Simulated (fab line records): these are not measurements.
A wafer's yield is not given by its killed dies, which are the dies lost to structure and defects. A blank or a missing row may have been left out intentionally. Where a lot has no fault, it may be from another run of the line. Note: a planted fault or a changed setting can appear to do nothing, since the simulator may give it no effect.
Chamber matching ; flow n5 finfet ; 4 sister chambers for N5_GATE_CUT_CMP_61 on cmp-04
The step polishes, stops on SiNx, t overpolish 3 s. 4 wafers are shown with their chamber, then 7 later ones without.

== EACH WAFER AND ITS CHAMBER ==
wafer;chamber;motor current A (A)
L088.2;1;12.2
L088.5;3;13.1
L089.2;0;10.3
L089.4;2;11.6

== WAFERS WITH NO CHAMBER GIVEN ==
wafer;motor current A (A)
L089.5;9.7
L090.2;13.4
L090.3;9.6
L090.4;11.2
L091.3;10.0
L091.4;11.3
L091.6;12.3

== WHICH CHAMBER EACH ONE RAN IN ==
wafer;from the rows above;in truth
L089.5;0;0
L090.2;3;3
L090.3;0;0
L090.4;can't be placed: 2 or 0 or 1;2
L091.3;0;0
L091.4;can't be placed: 2 or 1 or 0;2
L091.6;can't be placed: 1 or 2 or 3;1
Correctly placed: 4 of 7. Can't be placed from these rows: 3 (the true chamber is among the candidates in 3). Number placed wrongly: 0.
How it was worked out, from the rows above alone: a wafer's distance from a chamber is the root of the sum, over the readings, of the square of ((its reading less the chamber's mean) divided by the reading's scatter). The wafer belongs to the nearest chamber; if the next one is less than 2 further off, it can't be placed. A chamber's mean is the mean of its shown wafers. The scatter (one wafer shown for each chamber): square how far every hidden wafer sits from the nearest shown wafer, average those squares and take the square root.
